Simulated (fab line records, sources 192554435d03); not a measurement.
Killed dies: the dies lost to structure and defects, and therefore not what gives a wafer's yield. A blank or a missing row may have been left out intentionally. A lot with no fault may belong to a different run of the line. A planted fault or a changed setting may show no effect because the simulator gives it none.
Which tool is to blame?	flow n5Finfet	Sampling: 24 lots, 72 wafers, 6 of 1938 route steps

WHAT THE GAUGES READ, wafer by wafer
N5_MOL_CONTACT_COAG_INSPECT_97: inspects for defects (darkfield). Usual: rawDefectCount reads 45 (standard deviation 17).
lot	measured	on	rawDefectCount	flag
L074	day 5 10:43	defectInspect-02	56 33 51	
L075	day 5 17:08	defectInspect-01	39 30 35	
L076	day 5 22:32	defectInspect-02	41 57 51	
L077	day 6 04:57	defectInspect-02	47 36 16	
L078	day 6 08:43	defectInspect-02	70 62 37	
L079	day 6 18:14	defectInspect-02	25 33 61	
L080	day 6 21:45	defectInspect-02	59 77 67	
L081	day 7 04:19	defectInspect-02	24 62 81	
L082	day 7 09:02	defectInspect-02	35 53 52	
L083	day 7 20:37	defectInspect-02	40 39 20	
L084	day 7 23:37	defectInspect-02	78 54 65	
L085	day 8 03:58	defectInspect-01	66 53 35	
L086	day 8 09:19	defectInspect-01	62 28 47	
L087	day 8 14:59	defectInspect-02	43 60 46	
L088	day 8 18:56	defectInspect-02	31 22 22	
L089	day 9 04:59	defectInspect-02	38 45 32	
L090	day 9 16:23	defectInspect-01	15 16 23	
L091	day 9 19:23	defectInspect-02	49 49 25	
L092	day 9 22:24	defectInspect-02	35 29 33	
L093	day 10 06:47	defectInspect-01	20 29 59	
L094	day 10 14:07	defectInspect-01	30 24 49	
L095	day 10 19:10	defectInspect-02	51 40 61	
L096	day 11 04:38	defectInspect-02	35 29 44	
L097	day 11 12:52	defectInspect-02	53 61 65	

N5_BEOL_M0_SAQP_OVL_MEAS_15. Usual: M0_CORE_OVL typically reads 0.5 nm, with standard deviation 0.68.
lot	measured	on	M0_CORE_OVL (nm)	flag
L074	day 5 13:19	overlay-02	0.6 -1.1 -0.5	
L075	day 5 19:12	overlay-01	0.0 0.5 1.5	
L076	day 6 00:22	overlay-02	0.3 0.9 -0.3	
L077	day 6 06:32	overlay-01	0.5 0.6 1.5	
L078	day 6 11:34	overlay-02	1.4 0.6 0.9	
L079	day 6 19:59	overlay-01	-0.1 -0.1 -0.1	
L080	day 7 00:13	overlay-01	1.4 1.4 1.4	
L081	day 7 08:00	overlay-01	1.5 0.8 1.7	
L082	day 7 11:32	overlay-02	-0.1 0.4 0.7	
L083	day 7 22:41	overlay-01	0.4 -0.4 0.2	
L084	day 8 01:59	overlay-01	0.3 0.2 0.2	
L085	day 8 05:58	overlay-02	0.6 0.5 2.3	
L086	day 8 12:20	overlay-01	0.2 0.0 0.3	
L087	day 8 17:00	overlay-01	-0.5 0.0 -0.1	
L088	day 8 22:27	overlay-01	0.9 1.7 0.5	
L089	day 9 06:55	overlay-02	0.4 0.6 0.9	
L090	day 9 18:04	overlay-01	0.3 0.1 0.4	
L091	day 9 21:41	overlay-02	1.4 1.1 1.6	
L092	day 9 23:46	overlay-02	0.5 0.6 0.6	
L093	day 10 08:29	overlay-01	0.0 0.9 0.4	
L094	day 10 15:38	overlay-02	0.9 1.0 0.9	
L095	day 10 20:55	overlay-01	-0.5 -0.1 -0.3	
L096	day 11 07:38	overlay-01	1.2 0.3 1.3	
L097	day 11 14:12	overlay-01	0.0 0.3 -0.7	

N5_BEOL_M0_SAQP_INSPECT_16: inspects for defects (brightfield). Usual: rawDefectCount reads 445 (standard deviation 110).
lot	measured	on	rawDefectCount	flag
L074	day 5 13:20	defectInspect-02	318 248 356	
L075	day 5 19:14	defectInspect-02	533 693 518	
L076	day 6 00:23	defectInspect-02	305 382 339	
L077	day 6 06:34	defectInspect-01	378 465 380	
L078	day 6 11:36	defectInspect-02	568 446 322	
L079	day 6 20:01	defectInspect-02	540 423 447	
L080	day 7 00:14	defectInspect-02	484 539 578	
L081	day 7 08:01	defectInspect-01	443 483 314	
L082	day 7 11:34	defectInspect-02	624 762 597	
L083	day 7 22:43	defectInspect-01	276 290 356	
L084	day 8 02:01	defectInspect-01	217 357 261	
L085	day 8 05:59	defectInspect-02	305 457 395	
L086	day 8 12:21	defectInspect-02	391 399 553	
L087	day 8 17:01	defectInspect-01	418 495 398	
L088	day 8 22:28	defectInspect-02	425 371 500	
L089	day 9 06:56	defectInspect-02	547 539 547	
L090	day 9 18:05	defectInspect-01	486 440 500	
L091	day 9 21:43	defectInspect-02	399 342 441	
L092	day 9 23:47	defectInspect-02	617 468 441	
L093	day 10 08:31	defectInspect-01	364 271 472	
L094	day 10 15:40	defectInspect-01	421 366 400	
L095	day 10 20:56	defectInspect-01	700 535 499	
L096	day 11 07:39	defectInspect-01	311 516 271	
L097	day 11 14:14	defectInspect-02	490 413 470	

WHAT TOOL EACH LOT RAN ON (gives the tool, then ch and the chambers of the sampled wafers, and finally the start)
lot	N5_MOL_CONTACT_COAG_ETCH_66	N5_MOL_CONTACT_COAG_ETCHBACK_134	N5_MOL_CONTACT_COAG_CVD_140
L074	rieDiel-05 ch 0,2,3, day 5 05:47	rieDiel-03 ch 1,2, day 5 06:05	cvdW-02 ch 0,1, day 5 07:01
L075	rieDiel-05 ch 0,2,3, day 5 12:34	rieDiel-05 ch 0,1,2, day 5 12:49	cvdW-02 ch 0,1, day 5 13:28
L076	rieDiel-06 ch 2,3, day 5 17:53	rieDiel-03 ch 2,3, day 5 18:13	cvdW-02 ch 0,1, day 5 18:51
L077	rieDiel-06 ch 0,3, day 6 00:00	rieDiel-03 ch 1,2,3, day 6 00:26	cvdW-02 ch 0,1, day 6 01:09
L078	rieDiel-06 ch 0,1,3, day 6 03:58	rieDiel-05 ch 0,2, day 6 04:25	cvdW-02 ch 0,1, day 6 05:03
L079	rieDiel-06 ch 0,1,3, day 6 13:17	rieDiel-03 ch 1,2, day 6 13:52	cvdW-02 ch 0,1, day 6 14:35
L080	rieDiel-05 ch 1,2,3, day 6 16:59	rieDiel-05 ch 1,3, day 6 17:19	cvdW-02 ch 0,1, day 6 18:08
L081	rieDiel-06 ch 0,2,3, day 6 23:40	rieDiel-03 ch 0,3, day 6 23:59	cvdW-01 ch 0,1, day 7 00:38
L082	rieDiel-06 ch 0,3, day 7 04:26	rieDiel-03 ch 0,1,2, day 7 04:41	cvdW-02 ch 0,1, day 7 05:20
L083	rieDiel-03 ch 0,1,3, day 7 15:57	rieDiel-05 ch 0,3, day 7 16:13	cvdW-01 ch 0,1, day 7 16:51
L084	rieDiel-06 ch 0,1,3, day 7 17:31	rieDiel-03 ch 0,1,2, day 7 17:50	cvdW-01 ch 0,1, day 7 18:28
L085	rieDiel-03 ch 2,3, day 7 23:23	rieDiel-03 ch 0,1,2, day 7 23:38	cvdW-02 ch 0,1, day 8 00:17
L086	rieDiel-06 ch 0,2, day 8 04:23	rieDiel-03 ch 0,2,3, day 8 04:58	cvdW-02 ch 0,1, day 8 05:37
L087	rieDiel-03 ch 1,2, day 8 10:21	rieDiel-06 ch 0,1, day 8 10:37	cvdW-02 ch 0,1, day 8 11:15
L088	rieDiel-06 ch 1,2,3, day 8 14:22	rieDiel-03 ch 0,2,3, day 8 14:37	cvdW-02 ch 0,1, day 8 15:16
L089	rieDiel-05 ch 1,3, day 9 00:14	rieDiel-03 ch 0,2,3, day 9 00:41	cvdW-02 ch 0,1, day 9 01:19
L090	rieDiel-06 ch 2,3, day 9 11:29	rieDiel-03 ch 1,2, day 9 12:04	cvdW-01 ch 0,1, day 9 12:41
L091	rieDiel-05 ch 1,2,3, day 9 12:11	rieDiel-05 ch 1,3, day 9 12:29	cvdW-02 ch 0,1, day 9 13:08
L092	rieDiel-06 ch 1,2,3, day 9 14:46	rieDiel-05 ch 2,3, day 9 15:21	cvdW-02 ch 0,1, day 9 16:05
L093	rieDiel-03 ch 1,2, day 10 01:52	rieDiel-05 ch 0,1,3, day 10 02:09	cvdW-02 ch 1, day 10 02:53
L094	rieDiel-03 ch 0,1, day 10 09:23	rieDiel-06 ch 0,1,3, day 10 09:47	cvdW-01 ch 0,1, day 10 10:26
L095	rieDiel-06 ch 1,2, day 10 14:29	rieDiel-06 ch 2,3, day 10 14:50	cvdW-01 ch 0,1, day 10 15:29
L096	rieDiel-03 ch 1,3, day 10 23:29	rieDiel-05 ch 1,2,3, day 11 00:17	cvdW-01 ch 0,1, day 11 00:57
L097	rieDiel-06 ch 0,2,3, day 11 05:23	rieDiel-03 ch 1,2, day 11 05:54	cvdW-02 ch 0,1, day 11 06:52
- N5_MOL_CONTACT_COAG_ETCH_66: etches SiARC in CF4, target depth 13 nm, time 21.7 s.
- N5_MOL_CONTACT_COAG_ETCHBACK_134: etches SiO2 in CHF3, target depth 10 nm, time 6.7 s.
- N5_MOL_CONTACT_COAG_CVD_140: deposits W, target thk 66.5 nm, time 215 s.

AS READ BY THE TOOLS THEMSELVES (means over the sampled wafers that have a number; for cases with no such wafer, the mark the record gives instead)
N5_MOL_CONTACT_COAG_ETCH_66. Usual: drypumpMotorCurrentA 5.49 A, standard deviation 0.22; etchRfOnTimeS 21.7 s, standard deviation 0.3; oesProductAu 0.67 a.u., standard deviation 0.061; rfVppV 183.9 V, standard deviation 1.1; showerheadPlenumPTorr 2.13 Torr, standard deviation 0.063; throttleValvePct 15.55 %, standard deviation 0.22.
lot	tool	drypumpMotorCurrentA (A)	etchRfOnTimeS (s)	oesProductAu (a.u.)	rfVppV (V)	showerheadPlenumPTorr (Torr)	throttleValvePct (%)	flag
L074	rieDiel-05	5.53	21.9	0.70	184.6	2.19	15.58	
L075	rieDiel-05	5.54	22.0	0.70	184.2	2.19	15.58	
L076	rieDiel-06	5.31	21.5	0.67	184.1	2.15	15.55	
L077	rieDiel-06	5.40	21.7	0.68	183.9	2.12	15.68	
L078	rieDiel-06	5.56	21.6	0.69	183.7	2.13	15.52	
L079	rieDiel-06	5.57	21.7	0.68	183.8	2.13	15.53	
L080	rieDiel-05	5.68	22.0	0.67	183.8	2.17	15.60	
L081	rieDiel-06	5.38	21.7	0.65	183.8	2.11	15.62	
L082	rieDiel-06	5.40	21.6	0.67	184.2	2.12	15.70	
L083	rieDiel-03	5.40	21.7	0.71	184.0	2.16	15.51	
L084	rieDiel-06	5.58	21.6	0.67	184.3	2.12	15.55	
L085	rieDiel-03	5.39	21.9	0.71	184.3	2.11	15.72	
L086	rieDiel-06	5.35	21.8	0.62	182.4	2.10	15.55	
L087	rieDiel-03	5.48	21.7	0.72	183.8	2.11	15.34	
L088	rieDiel-06	5.48	21.5	0.66	184.1	2.15	15.46	
L089	rieDiel-05	5.58	21.4	0.78	183.9	2.19	15.43	
L090	rieDiel-06	5.32	21.7	0.65	184.3	2.14	15.62	
L091	rieDiel-05	5.68	22.1	0.72	184.6	2.17	15.48	
L092	rieDiel-06	5.48	21.7	0.65	184.7	2.15	15.47	
L093	rieDiel-03	5.49	21.7	0.70	183.7	2.11	15.37	
L094	rieDiel-03	5.44	21.7	0.69	184.0	2.16	15.36	
L095	rieDiel-06	5.68	21.7	0.64	184.0	2.15	15.33	
L096	rieDiel-03	5.37	21.5	0.73	184.2	2.17	15.40	
L097	rieDiel-06	5.39	21.7	0.63	183.0	2.10	15.68	

N5_MOL_CONTACT_COAG_ETCHBACK_134. Usual: drypumpMotorCurrentA 5.49 A, standard deviation 0.21; oes_ar_750_au 0.80 a.u., standard deviation 0.077; oesProductAu 0.80 a.u., standard deviation 0.08; rfVppV 525 V, standard deviation 4.2; showerheadPlenumPTorr 2.38 Torr, standard deviation 0.081; throttleValvePct 18.69 %, standard deviation 0.23.
lot	tool	drypumpMotorCurrentA (A)	oes_ar_750_au (a.u.)	oesProductAu (a.u.)	rfVppV (V)	showerheadPlenumPTorr (Torr)	throttleValvePct (%)	flag
L074	rieDiel-03	5.54	0.83	0.84	523	2.28	18.57	
L075	rieDiel-05	5.52	0.74	0.73	527	2.43	18.81	
L076	rieDiel-03	5.40	0.84	0.86	524	2.35	18.83	
L077	rieDiel-03	5.44	0.86	0.86	525	2.35	18.62	
L078	rieDiel-05	5.38	0.75	0.75	524	2.44	18.86	
L079	rieDiel-03	5.50	0.87	0.87	526	2.35	18.44	
L080	rieDiel-05	5.56	0.78	0.77	528	2.44	18.81	
L081	rieDiel-03	5.36	0.82	0.84	525	2.41	18.82	
L082	rieDiel-03	5.50	0.80	0.80	525	2.33	18.57	
L083	rieDiel-05	5.28	0.81	0.80	522	2.46	18.84	
L084	rieDiel-03	5.49	0.79	0.80	525	2.33	18.59	
L085	rieDiel-03	5.49	0.80	0.79	525	2.33	18.58	
L086	rieDiel-03	5.46	0.78	0.79	523	2.33	18.79	
L087	rieDiel-06	5.65	0.76	0.76	524	2.32	18.72	
L088	rieDiel-03	5.46	0.78	0.78	523	2.33	18.81	
L089	rieDiel-03	5.45	0.77	0.77	523	2.33	18.81	
L090	rieDiel-03	5.54	0.78	0.79	522	2.27	18.64	
L091	rieDiel-05	5.61	0.90	0.90	526	2.42	18.57	
L092	rieDiel-05	5.71	0.83	0.83	526	2.40	18.59	
L093	rieDiel-05	5.42	0.86	0.84	524	2.44	18.73	
L094	rieDiel-06	5.57	0.77	0.77	526	2.36	18.71	
L095	rieDiel-06	5.30	0.73	0.73	529	2.37	18.65	
L096	rieDiel-05	5.69	0.84	0.83	528	2.40	18.60	
L097	rieDiel-03	5.56	0.77	0.77	522	2.26	18.65	

N5_MOL_CONTACT_COAG_CVD_140. Usual: heaterPowerW reads 501 W (standard deviation 64).
lot	tool	heaterPowerW (W)	flag
L074	cvdW-02	495	
L075	cvdW-02	502	
L076	cvdW-02	501	
L077	cvdW-02	508	
L078	cvdW-02	501	
L079	cvdW-02	527	
L080	cvdW-02	532	
L081	cvdW-01	429	
L082	cvdW-02	502	
L083	cvdW-01	432	
L084	cvdW-01	473	
L085	cvdW-02	500	
L086	cvdW-02	541	
L087	cvdW-02	500	
L088	cvdW-02	502	
L089	cvdW-02	529	
L090	cvdW-01	424	
L091	cvdW-02	502	
L092	cvdW-02	501	
L093	cvdW-02	570	
L094	cvdW-01	427	
L095	cvdW-01	471	
L096	cvdW-01	431	
L097	cvdW-02	542	

THE ANSWER, worked out from the rows above alone
Rule: a lot is off if the mean of its wafers that have a number lies more than 3 standard deviations from the usual mean. Also off: a lot with no number at a reading for which 4 or more lots have one. Where the step has rows for the other lots, those lots are counted as sound. The gauges are gone through in route order, then the tools' own readings, and for those a lot's mean is taken as printed above. At the first step where some lot is off, the reading lying furthest off is the one used; lots without a number count as furthest.
Nothing can be told from this: no lot is off at any reading shown.

WHAT THE SIMULATOR HAD INSERTED
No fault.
